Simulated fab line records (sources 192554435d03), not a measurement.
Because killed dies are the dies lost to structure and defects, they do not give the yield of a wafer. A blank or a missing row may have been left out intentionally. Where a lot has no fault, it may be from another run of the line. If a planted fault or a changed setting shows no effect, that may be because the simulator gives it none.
Which of the tools did it? | flow n5-finfet | 27 wafers from 9 lots sampled at 6 of the route's 1938 steps

## WHAT THE GAUGES READ, wafer by wafer
N5_BEOL_M1_CD_MEAS_11: the cd target is 17.05 nm.
lot  | measured     | on        | cd-nm (nm)
L129 | day 6 15:57  | cd-sem-03 | 17.38 16.80 16.99
L131 | day 7 04:45  | cd-sem-02 | 17.31 17.43 17.27
L130 | day 7 04:59  | cd-sem-03 | 17.10 17.07 17.33
L136 | day 8 06:10  | cd-sem-02 | 16.58 17.16 17.03
L138 | day 8 20:50  | cd-sem-02 | 17.25 16.97 16.90
L143 | day 9 21:29  | cd-sem-01 | 17.69 17.86 18.08
L144 | day 10 01:05 | cd-sem-03 | 17.11 17.41 17.44
L148 | day 10 23:09 | cd-sem-02 | 17.19 17.15 17.04
L151 | day 11 22:42 | cd-sem-01 | 17.23 17.27 16.93

N5_BEOL_M1_OVL_MEAS_12.
lot  | measured     | on         | M1_OVL (nm)
L129 | day 6 15:59  | overlay-01 | -1.5 -0.6 -1.6
L131 | day 7 04:47  | overlay-02 | 0.3 -0.8 -0.4
L130 | day 7 05:01  | overlay-02 | -0.3 -0.3 -0.8
L136 | day 8 06:13  | overlay-02 | -1.2 -0.4 -1.1
L138 | day 8 20:52  | overlay-02 | -1.5 -0.6 -1.0
L143 | day 9 21:31  | overlay-01 | 0.4 -0.4 -0.5
L144 | day 10 01:08 | overlay-02 | 0.3 1.2 1.0
L148 | day 10 23:11 | overlay-02 | 0.1 -0.5 -0.3
L151 | day 11 22:44 | overlay-02 | -0.4 -0.7 0.7

N5_BEOL_M4_RC_MEAS_101.
lot  | measured     | on        | DIBL_N (mV/V)  | DIBL_P (mV/V)  | IOFF_N (nA/um) | IOFF_P (nA/um) | ION_N (uA/um) | ION_P (uA/um) | SS_N (mV/dec)  | SS_P (mV/dec)  | VT_N (mV)   | VT_P (mV)
L129 | day 8 14:34  | prober-01 | 36.8 36.2 37.5 | 37.7 35.5 37.9 | 0.16 0.14 0.17 | 0.26 0.24 0.28 | 687 669 689   | 483 466 482   | 72.0 71.4 71.9 | 74.3 73.4 73.8 | 247 251 246 | -246 -245 -246
L131 | day 8 21:13  | prober-01 | 37.0 32.8 34.7 | 38.6 32.4 35.2 | 0.17 0.09 0.12 | 0.24 0.14 0.18 | 697 651 666   | 480 450 459   | 71.6 71.4 71.6 | 72.8 71.4 72.1 | 247 259 253 | -249 -254 -249
L130 | day 8 21:56  | prober-02 | 33.6 32.9 37.0 | 32.9 33.4 36.0 | 0.12 0.12 0.18 | 0.20 0.20 0.24 | 655 667 675   | 456 469 464   | 71.0 70.7 71.3 | 73.3 72.9 73.5 | 252 255 247 | -247 -248 -249
L136 | day 10 00:09 | prober-02 | 40.4 38.3 38.9 | 39.5 36.6 38.0 | 0.25 0.18 0.20 | 0.31 0.26 0.27 | 708 667 701   | 483 464 481   | 72.6 71.1 72.2 | 74.4 73.6 73.5 | 242 246 245 | -243 -245 -245
L138 | day 10 19:53 | prober-01 | 36.9 32.6 36.2 | 38.9 32.7 38.4 | 0.18 0.11 0.19 | 0.25 0.16 0.25 | 673 675 692   | 462 461 472   | 72.5 70.8 72.3 | 73.3 72.4 73.1 | 247 258 246 | -249 -254 -246
L143 | day 11 22:19 | prober-01 | 41.3 36.2 35.9 | 41.0 35.4 33.3 | 0.29 0.17 0.14 | 0.34 0.23 0.19 | 697 689 667   | 476 479 455   | 71.5 71.1 71.7 | 74.8 73.6 72.6 | 239 246 251 | -244 -246 -250
L144 | day 12 05:07 | prober-02 | 33.5 32.0 35.5 | 34.4 33.1 35.0 | 0.14 0.13 0.16 | 0.20 0.19 0.21 | 669 679 652   | 463 468 450   | 70.6 70.6 71.8 | 73.1 72.6 73.5 | 251 249 251 | -249 -250 -253
L148 | day 13 04:02 | prober-01 | 38.4 36.2 38.8 | 38.8 35.8 39.9 | 0.19 0.15 0.20 | 0.27 0.22 0.29 | 677 662 677   | 475 462 469   | 71.7 71.6 72.2 | 73.7 72.5 73.6 | 246 252 248 | -244 -245 -245
L151 | day 13 13:46 | prober-02 | 38.2 37.2 34.7 | 36.8 36.0 33.0 | 0.19 0.18 0.13 | 0.30 0.26 0.21 | 680 681 675   | 476 468 472   | 71.5 71.3 71.0 | 73.7 73.0 72.6 | 246 246 251 | -242 -246 -248

## TOOL THAT RAN EACH LOT (tool first, then ch and the chambers of the sampled wafers, then the start)
lot  | N5_BEOL_M1_PECVD_72             | N5_BEOL_M1_EXPOSE_08              | N5_BEOL_M1_ETCH_63
L129 | pecvd-02 ch 0,1, day 6 14:51    | euv-scanner-01 ch 0, day 6 15:49  | rie-diel-05 ch 1,3, day 6 16:07
L131 | pecvd-01 ch 0,1, day 7 02:20    | euv-scanner-01 ch 0, day 7 04:38  | rie-diel-01 ch 2,3, day 7 04:56
L130 | pecvd-04 ch 1,2, day 7 02:55    | euv-scanner-02 ch 0, day 7 04:52  | rie-diel-03 ch 0,1,3, day 7 05:13
L136 | pecvd-02 ch 0,1, day 8 04:25    | euv-scanner-01 ch 0, day 8 06:03  | rie-diel-05 ch 1,2, day 8 06:26
L138 | pecvd-01 ch 0,1,2, day 8 18:49  | euv-scanner-02 ch 0, day 8 20:43  | rie-diel-01 ch 0,1,3, day 8 21:01
L143 | pecvd-04 ch 1,2, day 9 18:39    | euv-scanner-01 ch 0, day 9 21:22  | rie-diel-01 ch 1,2,3, day 9 21:49
L144 | pecvd-02 ch 0,1,2, day 10 00:19 | euv-scanner-02 ch 0, day 10 00:59 | rie-diel-05 ch 0,1,2, day 10 01:17
L148 | pecvd-04 ch 1,2, day 10 22:34   | euv-scanner-02 ch 0, day 10 23:01 | rie-diel-03 ch 0,2,3, day 10 23:25
L151 | pecvd-04 ch 1,2, day 11 22:08   | euv-scanner-02 ch 0, day 11 22:35 | rie-diel-05 ch 0,2, day 11 22:52
- N5_BEOL_M1_PECVD_72: deposits SiO2 from TEOS/O2, target thk 16 nm, time 18 s.
- N5_BEOL_M1_EXPOSE_08: exposes mask M1.
- N5_BEOL_M1_ETCH_63: etches SiARC in CF4, target depth 15.6 nm, time 26 s.

## WHAT THE TOOLS THEMSELVES READ (means of the sampled wafers that have a number; where no wafer has one, the mark that the record gives instead)
N5_BEOL_M1_PECVD_72.
lot  | tool     | heater-power-w (W) | showerhead-plenum-p-Torr (Torr) | throttle-valve-pct (%)
L129 | pecvd-02 | 615                | 8.84                            | 22.4
L131 | pecvd-01 | 721                | 8.90                            | 22.5
L130 | pecvd-04 | 625                | 8.82                            | 22.2
L136 | pecvd-02 | 636                | 8.87                            | 23.9
L138 | pecvd-01 | 784                | 8.81                            | 23.8
L143 | pecvd-04 | 554                | 8.80                            | 22.3
L144 | pecvd-02 | 624                | 8.80                            | 22.5
L148 | pecvd-04 | 618                | 8.82                            | 22.1
L151 | pecvd-04 | 616                | 8.82                            | 22.4

N5_BEOL_M1_EXPOSE_08.
lot  | tool           | exposure-dose-mJ-cm2
L129 | euv-scanner-01 | 33.01
L131 | euv-scanner-01 | 32.93
L130 | euv-scanner-02 | 33.11
L136 | euv-scanner-01 | 33.00
L138 | euv-scanner-02 | 33.12
L143 | euv-scanner-01 | 34.51
L144 | euv-scanner-02 | 33.16
L148 | euv-scanner-02 | 33.12
L151 | euv-scanner-02 | 33.16

N5_BEOL_M1_ETCH_63.
lot  | tool        | drypump-motor-current-A (A) | etch-rf-on-time-s (s) | oes-product-au (a.u.) | rf-vpp-V (V) | showerhead-plenum-p-Torr (Torr) | throttle-valve-pct (%)
L129 | rie-diel-05 | 5.5                         | 25.1                  | 0.81                  | 184.8        | 2.19                            | 15.41
L131 | rie-diel-01 | 6.1                         | 26.6                  | 0.68                  | 183.1        | 2.08                            | 15.48
L130 | rie-diel-03 | 5.9                         | 24.8                  | 0.74                  | 184.1        | 2.12                            | 15.58
L136 | rie-diel-05 | 5.5                         | 26.8                  | 0.71                  | 184.2        | 2.17                            | 15.23
L138 | rie-diel-01 | 6.0                         | 26.8                  | 0.61                  | 183.0        | 2.08                            | 15.66
L143 | rie-diel-01 | 5.9                         | 26.3                  | 0.65                  | 183.3        | 2.06                            | 15.58
L144 | rie-diel-05 | 5.9                         | 26.1                  | 0.69                  | 183.7        | 2.13                            | 15.36
L148 | rie-diel-03 | 6.1                         | 25.0                  | 0.74                  | 183.4        | 2.12                            | 15.49
L151 | rie-diel-05 | 6.2                         | 25.4                  | 0.68                  | 183.2        | 2.09                            | 15.53

## THE ANSWER, worked out from the rows above alone
Rule: the lots themselves supply what counts as usual. Put in order of their means at a reading, lots are off if they are a third of the lots or fewer, leave a main group of 4 or more, and stand apart from it by a gap of 3 or more times the standard deviation of the main group's means; of several such gaps the widest counts. If all means in a main group match to the digits the tables above print for the reading, that group is not used. A lot without any number at a reading at which 4 lots or more have one is off too. All remaining lots with rows at the step are treated as sound. After the gauges, taken in route order, come the tools' own readings; for these a lot's mean is taken, as printed above. The first step at which some lot is off is used, and at that step the reading that is off furthest; a lot without a number counts as furthest.
Off: L143 (N5_BEOL_M1_CD_MEAS_11, cd-nm). Mean 17.14 nm and standard deviation 0.13 in the main group.
A tool fits if, at a process step before that reading, it ran every lot that is off, and no sound lot after the first of them. The gauges at N5_BEOL_M1_CD_MEAS_11 aren't tried: what is off there is off at N5_BEOL_M1_EXPOSE_08 too, on other tools, and a gauge's error can't cause that. One candidate fits, namely euv-scanner-01 at N5_BEOL_M1_EXPOSE_08. A fault onset in the window from L136 (day 8 06:03, its last sound lot) to L143 (day 9 21:22, its first lot off) fits.
On the lots that are off, the tool's own readings at N5_BEOL_M1_EXPOSE_08 differ by more than 5 times the standard deviation of the sound lots' means, which bears it out; exposure-dose-mJ-cm2 reads 34.51 there versus 33.08 on the sound lots.

## WHAT HAD BEEN PUT IN BY THE SIMULATOR
Process parameters drifting: euv-scanner-01 at N5_BEOL_M1_EXPOSE_08, beginning at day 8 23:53. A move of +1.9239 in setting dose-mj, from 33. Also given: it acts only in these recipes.
Struck lots among those shown: L143. The rule given above showed the same thing.
